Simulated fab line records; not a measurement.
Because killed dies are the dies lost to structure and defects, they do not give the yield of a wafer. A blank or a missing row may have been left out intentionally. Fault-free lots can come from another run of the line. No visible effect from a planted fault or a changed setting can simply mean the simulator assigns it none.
Matching of chambers || flow n5_finfet || 4 sister chambers for N5_FIN_SAQP_SPACER1_ETCHBACK_25 on rie_diel-04
The step etches SiO2 in CHF3/O2, target depth 24.4 nm, time 12.2 s. 7 wafers are shown with their chamber, then 7 later ones without.

WAFERS, EACH WITH ITS CHAMBER
{"wafer": "L968.6", "chamber": 1, "throttle_valve_pct (%)": 19.29, "showerhead_plenum_p_Torr (Torr)": 2.52}
{"wafer": "L971.4", "chamber": 1, "throttle_valve_pct (%)": 19.32, "showerhead_plenum_p_Torr (Torr)": 2.51}
{"wafer": "L973.2", "chamber": 0, "throttle_valve_pct (%)": 18.47, "showerhead_plenum_p_Torr (Torr)": 2.34}
{"wafer": "L973.5", "chamber": 2, "throttle_valve_pct (%)": 18.77, "showerhead_plenum_p_Torr (Torr)": 2.32}
{"wafer": "L973.6", "chamber": 3, "throttle_valve_pct (%)": 19.27, "showerhead_plenum_p_Torr (Torr)": 2.50}
{"wafer": "L974.4", "chamber": 0, "throttle_valve_pct (%)": 18.48, "showerhead_plenum_p_Torr (Torr)": 2.34}
{"wafer": "L974.5", "chamber": 2, "throttle_valve_pct (%)": 18.77, "showerhead_plenum_p_Torr (Torr)": 2.32}

WAFERS WITH NO CHAMBER GIVEN
{"wafer": "L974.6", "throttle_valve_pct (%)": 19.26, "showerhead_plenum_p_Torr (Torr)": 2.50}
{"wafer": "L980.3", "throttle_valve_pct (%)": 19.28, "showerhead_plenum_p_Torr (Torr)": 2.49}
{"wafer": "L980.4", "throttle_valve_pct (%)": 18.81, "showerhead_plenum_p_Torr (Torr)": 2.31}
{"wafer": "L980.6", "throttle_valve_pct (%)": 19.29, "showerhead_plenum_p_Torr (Torr)": 2.49}
{"wafer": "L984.3", "throttle_valve_pct (%)": 18.51, "showerhead_plenum_p_Torr (Torr)": 2.34}
{"wafer": "L984.4", "throttle_valve_pct (%)": 18.82, "showerhead_plenum_p_Torr (Torr)": 2.31}
{"wafer": "L984.5", "throttle_valve_pct (%)": 19.29, "showerhead_plenum_p_Torr (Torr)": 2.49}

WHICH CHAMBER EACH WENT THROUGH
{"wafer": "L974.6", "from the rows above": 3, "in truth": 3}
{"wafer": "L980.3", "from the rows above": 3, "in truth": 3}
{"wafer": "L980.4", "from the rows above": 2, "in truth": 2}
{"wafer": "L980.6", "from the rows above": 3, "in truth": 3}
{"wafer": "L984.3", "from the rows above": 0, "in truth": 0}
{"wafer": "L984.4", "from the rows above": 2, "in truth": 2}
{"wafer": "L984.5", "from the rows above": 3, "in truth": 3}
Placed correctly: 7 of 7. Not placeable from these rows: 0. Number placed wrongly: 0.
How it was worked out, from the rows above alone: a wafer's distance from a chamber is the root of the sum, over the readings, of the square of ((its reading less the chamber's mean) divided by the reading's scatter). The wafer belongs to the nearest chamber; if the next one is less than 2 further off, it can't be placed. Each chamber's mean is taken over the wafers shown for it. The scatter: the root of (the sum of the squares of (reading less its chamber's mean) over the shown wafers, divided by (wafers less chambers)).
